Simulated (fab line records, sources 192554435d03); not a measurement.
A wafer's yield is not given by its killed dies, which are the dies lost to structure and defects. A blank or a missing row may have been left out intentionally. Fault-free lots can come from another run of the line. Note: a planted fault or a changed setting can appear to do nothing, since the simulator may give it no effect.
Which tool did it?	flow n5_finfet	Sampling: 23 lots, 69 wafers, 6 of 1938 route steps

== WHAT THE GAUGES SHOWED, per wafer ==
The record holds no reading of a measuring or inspecting step that can be judged against a usual standard deviation.

== EACH LOT AND THE TOOL THAT RAN IT (in order: tool; ch and the chambers of the sampled wafers; start) ==
lot	N5_BEOL_M1_ETCH_63	N5_BEOL_M1_STRIP_66	N5_BEOL_M1_SPUTTER_48	N5_BEOL_M1_SPUTTER_86	N5_BEOL_M1_ANNEAL_89	N5_BEOL_M1_SPUTTER_90
L074	rie_diel-05 ch 0,2,3, day 6 04:40	rie_diel-05 ch 0,2,3, day 6 04:50	pvd_sputter-01, day 6 08:27	pvd_sputter-01, day 6 09:15	pvd_sputter-01, day 6 09:37	pvd_sputter-01, day 6 09:47
L075	rie_diel-05 ch 0,1,3, day 6 08:21	rie_diel-05 ch 0,1,3, day 6 08:30	pvd_sputter-02, day 6 12:23	pvd_sputter-02, day 6 13:02	pvd_sputter-02, day 6 13:20	pvd_sputter-02, day 6 13:29
L076	rie_diel-04 ch 0,1,3, day 6 17:17	rie_diel-04 ch 0,1,3, day 6 17:26	pvd_sputter-03, day 6 20:30	pvd_sputter-03, day 6 21:10	pvd_sputter-03, day 6 21:28	pvd_sputter-03, day 6 21:36
L077	rie_diel-04 ch 0,2,3, day 6 23:15	rie_diel-04 ch 0,2,3, day 6 23:24	pvd_sputter-01, day 7 01:56	pvd_sputter-01, day 7 02:39	pvd_sputter-01, day 7 02:59	pvd_sputter-01, day 7 03:08
L078	rie_diel-05 ch 0,3, day 7 08:17	rie_diel-05 ch 0,3, day 7 08:26	pvd_sputter-01, day 7 13:00	pvd_sputter-01, day 7 13:43	pvd_sputter-01, day 7 14:02	pvd_sputter-01, day 7 14:11
L079	rie_diel-04 ch 0,1,2, day 7 12:37	rie_diel-04 ch 0,1,2, day 7 12:46	pvd_sputter-03, day 7 17:32	pvd_sputter-03, day 7 18:12	pvd_sputter-03, day 7 18:30	pvd_sputter-03, day 7 18:38
L080	rie_diel-04 ch 0,1,3, day 7 19:20	rie_diel-04 ch 0,1,3, day 7 19:29	pvd_sputter-01, day 8 10:02	pvd_sputter-01, day 8 10:45	pvd_sputter-01, day 8 11:05	pvd_sputter-01, day 8 11:14
L081	rie_diel-04 ch 0,1,3, day 8 00:26	rie_diel-04 ch 0,1,3, day 8 00:35	pvd_sputter-02, day 8 04:35	pvd_sputter-02, day 8 05:15	pvd_sputter-02, day 8 05:33	pvd_sputter-02, day 8 05:41
L082	rie_diel-05 ch 0,1, day 8 11:14	rie_diel-05 ch 0,1, day 8 11:24	pvd_sputter-03, day 8 14:40	pvd_sputter-03, day 8 15:20	pvd_sputter-03, day 8 15:38	pvd_sputter-03, day 8 15:46
L083	rie_diel-02 ch 0,1, day 8 16:32	rie_diel-02 ch 0,1, day 8 16:45	pvd_sputter-01, day 8 20:26	pvd_sputter-01, day 8 21:10	pvd_sputter-01, day 8 21:29	pvd_sputter-01, day 8 21:38
L084	rie_diel-04 ch 0,2, day 8 17:40	rie_diel-04 ch 0,2, day 8 17:49	pvd_sputter-02, day 8 21:23	pvd_sputter-02, day 8 22:03	pvd_sputter-02, day 8 22:21	pvd_sputter-02, day 8 22:29
L085	rie_diel-05 ch 0,3, day 9 06:29	rie_diel-05 ch 0,3, day 9 06:38	pvd_sputter-03, day 9 11:08	pvd_sputter-03, day 9 11:48	pvd_sputter-03, day 9 12:06	pvd_sputter-03, day 9 12:14
L087	rie_diel-05 ch 0,1,3, day 9 10:01	rie_diel-05 ch 0,1,3, day 9 10:10	pvd_sputter-01, day 9 17:10	pvd_sputter-01, day 9 17:50	pvd_sputter-01, day 9 18:08	pvd_sputter-01, day 9 18:16
L086	rie_diel-04 ch 0,1, day 9 10:28	rie_diel-04 ch 0,1, day 9 10:37	pvd_sputter-03, day 9 16:43	pvd_sputter-03, day 9 17:22	pvd_sputter-03, day 9 17:40	pvd_sputter-03, day 9 17:49
L088	rie_diel-02 ch 0,1, day 9 13:51	rie_diel-02 ch 0,1, day 9 14:05	pvd_sputter-02, day 9 17:26	pvd_sputter-02, day 9 18:06	pvd_sputter-02, day 9 18:24	pvd_sputter-02, day 9 18:32
L089	rie_diel-05 ch 0,1, day 9 17:47	rie_diel-05 ch 0,1, day 9 17:56	pvd_sputter-02, day 9 20:49	pvd_sputter-02, day 9 21:29	pvd_sputter-02, day 9 21:47	pvd_sputter-02, day 9 21:55
L090	rie_diel-02 ch 0,2,3, day 10 09:30	rie_diel-02 ch 0,2,3, day 10 09:39	pvd_sputter-03, day 10 12:16	pvd_sputter-03, day 10 12:56	pvd_sputter-03, day 10 13:14	pvd_sputter-03, day 10 13:22
L091	rie_diel-04 ch 1,3, day 10 11:14	rie_diel-04 ch 1,3, day 10 11:23	pvd_sputter-02, day 10 16:01	pvd_sputter-02, day 10 16:41	pvd_sputter-02, day 10 16:59	pvd_sputter-02, day 10 17:07
L092	rie_diel-05 ch 0,2,3, day 10 15:05	rie_diel-05 ch 0,2,3, day 10 15:14	pvd_sputter-02, day 10 20:01	pvd_sputter-02, day 10 20:40	pvd_sputter-02, day 10 20:58	pvd_sputter-02, day 10 21:07
L093	rie_diel-05 ch 0,1,3, day 10 19:11	rie_diel-05 ch 0,1,3, day 10 19:21	pvd_sputter-02, day 10 22:51	pvd_sputter-02, day 10 23:31	pvd_sputter-02, day 10 23:49	pvd_sputter-02, day 10 23:57
L094	rie_diel-02 ch 2,3, day 10 23:20	rie_diel-02 ch 2,3, day 10 23:35	pvd_sputter-02, day 11 04:15	pvd_sputter-02, day 11 04:55	pvd_sputter-02, day 11 05:13	pvd_sputter-02, day 11 05:21
L095	rie_diel-05 ch 0,2,3, day 11 06:41	rie_diel-05 ch 0,2,3, day 11 06:50	pvd_sputter-01, day 11 11:23	pvd_sputter-01, day 11 12:03	pvd_sputter-01, day 11 12:21	pvd_sputter-01, day 11 12:29
L096	rie_diel-02 ch 0,2,3, day 11 11:43	rie_diel-02 ch 0,2,3, day 11 11:53	pvd_sputter-03, day 11 18:56	pvd_sputter-03, day 11 19:35	pvd_sputter-03, day 11 19:53	pvd_sputter-03, day 11 20:02
- N5_BEOL_M1_ETCH_63: etches SiARC in CF4, target depth 15.6 nm, time 26 s.
- N5_BEOL_M1_STRIP_66: strips in CF4.
- N5_BEOL_M1_SPUTTER_48: material Cu, target thk 4.5 nm, time 8.29 s.
- N5_BEOL_M1_SPUTTER_86: material Cu, target thk 4.5 nm, time 8.29 s.
- N5_BEOL_M1_ANNEAL_89: time 240 s.
- N5_BEOL_M1_SPUTTER_90: material Cu, target thk 4.5 nm, time 8.29 s.

== AS READ BY THE TOOLS THEMSELVES (means over the sampled wafers that have a number; for cases with no such wafer, the mark the record gives instead) ==
N5_BEOL_M1_ETCH_63.
lot	tool	drypump_motor_current_A (A)	etch_rf_on_time_s (s)	oes_product_au (a.u.)	rf_vpp_V (V)	showerhead_plenum_p_Torr (Torr)	throttle_valve_pct (%)
L074	rie_diel-05	5.6	26.1	0.68	184.0	2.19	15.83
L075	rie_diel-05	5.5	26.3	0.70	184.2	2.16	15.75
L076	rie_diel-04	5.8	25.2	0.76	183.6	2.14	15.46
L077	rie_diel-04	5.4	25.7	0.69	184.3	2.15	15.50
L078	rie_diel-05	5.3	26.5	0.67	184.0	2.18	15.93
L079	rie_diel-04	5.7	25.6	0.68	184.5	2.15	15.62
L080	rie_diel-04	5.7	25.3	0.74	184.3	2.14	15.48
L081	rie_diel-04	5.8	25.1	0.74	184.2	2.14	15.48
L082	rie_diel-05	5.5	26.2	0.72	184.0	2.12	15.58
L083	rie_diel-02	6.2	27.0	0.57	183.5	2.07	15.93
L084	rie_diel-04	5.3	25.5	0.78	183.3	2.15	15.34
L085	rie_diel-05	5.3	26.5	0.66	184.9	2.18	15.97
L087	rie_diel-05	5.5	26.2	0.68	184.3	2.16	15.80
L086	rie_diel-04	5.7	25.1	0.69	185.3	2.10	15.58
L088	rie_diel-02	6.2	27.1	0.56	182.4	2.07	15.96
L089	rie_diel-05	5.3	26.1	0.69	183.4	2.13	15.78
L090	rie_diel-02	5.9	26.3	0.59	184.0	2.15	16.01
L091	rie_diel-04	5.7	25.4	0.74	184.0	2.17	15.45
L092	rie_diel-05	5.6	25.8	0.66	183.5	2.17	15.89
L093	rie_diel-05	5.5	26.4	0.66	185.1	2.15	15.82
L094	rie_diel-02	5.8	26.2	0.58	184.0	2.12	16.02
L095	rie_diel-05	5.6	26.1	0.65	184.2	2.17	15.90
L096	rie_diel-02	5.9	26.4	0.58	184.4	2.14	16.03

N5_BEOL_M1_STRIP_66.
lot	tool	bias_power_w (W)	drypump_motor_current_A (A)	oes_product_au (a.u.)	rf_vpp_V (V)	showerhead_plenum_p_Torr (Torr)	throttle_valve_pct (%)
L074	rie_diel-05	74.95	5.6	0.79	272.5	1.82	13.75
L075	rie_diel-05	75.01	5.5	0.82	271.8	1.81	13.67
L076	rie_diel-04	74.95	5.7	0.86	271.0	1.80	13.40
L077	rie_diel-04	75.16	5.3	0.79	271.5	1.80	13.49
L078	rie_diel-05	75.13	5.3	0.78	271.7	1.81	13.85
L079	rie_diel-04	74.93	5.7	0.77	270.5	1.80	13.59
L080	rie_diel-04	74.80	5.7	0.84	271.5	1.79	13.43
L081	rie_diel-04	75.06	5.7	0.84	272.4	1.79	13.44
L082	rie_diel-05	75.00	5.5	0.83	270.9	1.77	13.51
L083	rie_diel-02	75.04	6.3	0.67	271.1	1.73	13.95
L084	rie_diel-04	75.25	5.3	0.89	271.6	1.80	13.29
L085	rie_diel-05	75.05	5.2	0.77	271.1	1.81	13.88
L087	rie_diel-05	75.04	5.5	0.79	272.2	1.80	13.72
L086	rie_diel-04	75.31	5.7	0.79	269.6	1.75	13.54
L088	rie_diel-02	75.18	6.2	0.67	269.6	1.73	13.96
L089	rie_diel-05	75.03	5.2	0.80	271.4	1.78	13.70
L090	rie_diel-02	75.03	5.9	0.69	271.0	1.81	14.01
L091	rie_diel-04	75.15	5.7	0.86	271.6	1.82	13.40
L092	rie_diel-05	74.72	5.5	0.76	270.7	1.81	13.82
L093	rie_diel-05	75.13	5.6	0.78	271.1	1.80	13.73
L094	rie_diel-02	75.06	5.8	0.69	271.1	1.78	14.04
L095	rie_diel-05	74.94	5.6	0.75	271.6	1.81	13.83
L096	rie_diel-02	74.91	5.9	0.68	271.2	1.80	14.04

N5_BEOL_M1_SPUTTER_48.
lot	tool	chamber_pressure_pa (Pa)	chuck_gas_flow_sccm (sccm)	throttle_valve_pct (%)
L074	pvd_sputter-01	0.07	1.22	31.4
L075	pvd_sputter-02	0.07	1.23	29.1
L076	pvd_sputter-03	0.07	1.26	29.6
L077	pvd_sputter-01	0.07	1.27	31.4
L078	pvd_sputter-01	0.07	1.28	31.3
L079	pvd_sputter-03	0.07	1.28	29.9
L080	pvd_sputter-01	0.07	1.23	31.6
L081	pvd_sputter-02	0.07	1.24	28.6
L082	pvd_sputter-03	0.07	1.28	30.4
L083	pvd_sputter-01	0.07	1.28	31.6
L084	pvd_sputter-02	0.07	1.28	29.1
L085	pvd_sputter-03	0.07	1.22	30.1
L087	pvd_sputter-01	0.07	1.32	31.3
L086	pvd_sputter-03	0.07	1.28	30.4
L088	pvd_sputter-02	0.07	1.27	29.4
L089	pvd_sputter-02	0.07	1.23	29.0
L090	pvd_sputter-03	0.07	1.27	29.7
L091	pvd_sputter-02	0.07	1.26	28.6
L092	pvd_sputter-02	0.07	1.26	28.9
L093	pvd_sputter-02	0.07	1.31	28.8
L094	pvd_sputter-02	0.07	1.29	29.1
L095	pvd_sputter-01	0.07	1.22	31.6
L096	pvd_sputter-03	0.07	1.31	29.9

N5_BEOL_M1_SPUTTER_86.
lot	tool	chamber_pressure_pa (Pa)	chuck_gas_flow_sccm (sccm)	throttle_valve_pct (%)
L074	pvd_sputter-01	0.07008	1.30	31.2
L075	pvd_sputter-02	0.06988	1.27	28.9
L076	pvd_sputter-03	0.07006	1.28	29.4
L077	pvd_sputter-01	0.06996	1.28	31.5
L078	pvd_sputter-01	0.07000	1.23	31.3
L079	pvd_sputter-03	0.06986	1.29	29.9
L080	pvd_sputter-01	0.06998	1.28	31.6
L081	pvd_sputter-02	0.06990	1.28	28.6
L082	pvd_sputter-03	0.06988	1.22	30.5
L083	pvd_sputter-01	0.07010	1.25	31.6
L084	pvd_sputter-02	0.06999	1.28	29.1
L085	pvd_sputter-03	0.06993	1.27	30.1
L087	pvd_sputter-01	0.06998	1.25	31.5
L086	pvd_sputter-03	0.06989	1.27	30.5
L088	pvd_sputter-02	0.07018	1.27	29.5
L089	pvd_sputter-02	0.06997	1.26	29.1
L090	pvd_sputter-03	0.06995	1.24	29.9
L091	pvd_sputter-02	0.06979	1.29	28.6
L092	pvd_sputter-02	0.06997	1.24	28.9
L093	pvd_sputter-02	0.07001	1.30	28.8
L094	pvd_sputter-02	0.07001	1.24	29.0
L095	pvd_sputter-01	0.06992	1.26	31.7
L096	pvd_sputter-03	0.06990	1.28	29.9

N5_BEOL_M1_ANNEAL_89.
lot	tool	heater_power_w (W)
L074	pvd_sputter-01	814
L075	pvd_sputter-02	853
L076	pvd_sputter-03	848
L077	pvd_sputter-01	841
L078	pvd_sputter-01	802
L079	pvd_sputter-03	776
L080	pvd_sputter-01	839
L081	pvd_sputter-02	896
L082	pvd_sputter-03	897
L083	pvd_sputter-01	844
L084	pvd_sputter-02	856
L085	pvd_sputter-03	961
L087	pvd_sputter-01	813
L086	pvd_sputter-03	808
L088	pvd_sputter-02	841
L089	pvd_sputter-02	880
L090	pvd_sputter-03	927
L091	pvd_sputter-02	885
L092	pvd_sputter-02	873
L093	pvd_sputter-02	872
L094	pvd_sputter-02	879
L095	pvd_sputter-01	843
L096	pvd_sputter-03	775

N5_BEOL_M1_SPUTTER_90.
lot	tool	chamber_pressure_pa (Pa)	chuck_gas_flow_sccm (sccm)	throttle_valve_pct (%)
L074	pvd_sputter-01	0.06982	1.24	31.4
L075	pvd_sputter-02	0.07011	1.22	28.8
L076	pvd_sputter-03	0.07009	1.25	29.3
L077	pvd_sputter-01	0.07014	1.25	31.7
L078	pvd_sputter-01	0.06976	1.25	31.4
L079	pvd_sputter-03	0.07016	1.27	30.1
L080	pvd_sputter-01	0.06986	1.27	31.6
L081	pvd_sputter-02	0.06989	1.26	28.5
L082	pvd_sputter-03	0.06995	1.26	30.6
L083	pvd_sputter-01	0.07005	1.27	31.6
L084	pvd_sputter-02	0.06997	1.25	29.2
L085	pvd_sputter-03	0.07023	1.25	30.1
L087	pvd_sputter-01	0.07001	1.29	31.4
L086	pvd_sputter-03	0.06980	1.27	30.3
L088	pvd_sputter-02	0.06994	1.25	29.5
L089	pvd_sputter-02	0.07005	1.28	29.1
L090	pvd_sputter-03	0.06998	1.24	29.7
L091	pvd_sputter-02	0.07006	1.23	28.6
L092	pvd_sputter-02	0.06985	1.29	28.9
L093	pvd_sputter-02	0.07007	1.22	28.8
L094	pvd_sputter-02	0.07004	1.28	29.0
L095	pvd_sputter-01	0.06991	1.24	31.8
L096	pvd_sputter-03	0.06995	1.25	29.9

== THE ANSWER, worked out from the rows above alone ==
Rule: the usual values come from the lots themselves. The widest of any qualifying gaps counts: lots, ordered by their means at a reading, are off when they make up no more than a third of the lots, leave a main group of 4 or more, and stand apart from it by 3 or more times the standard deviation of that group's means. A main group whose means are all the same, to the digits that the tables above print for the reading, isn't used. A lot without any number at a reading at which 4 lots or more have one is off too. Where the step has rows for the other lots, those lots are counted as sound. After the gauges, taken in route order, come the tools' own readings; for these a lot's mean is taken, as printed above. At the first step where some lot is off, the reading lying furthest off is the one used; lots without a number count as furthest.
No lot is off on any of the readings shown, so nothing can be concluded from this.

== WHAT THE SIMULATOR HAD INSERTED ==
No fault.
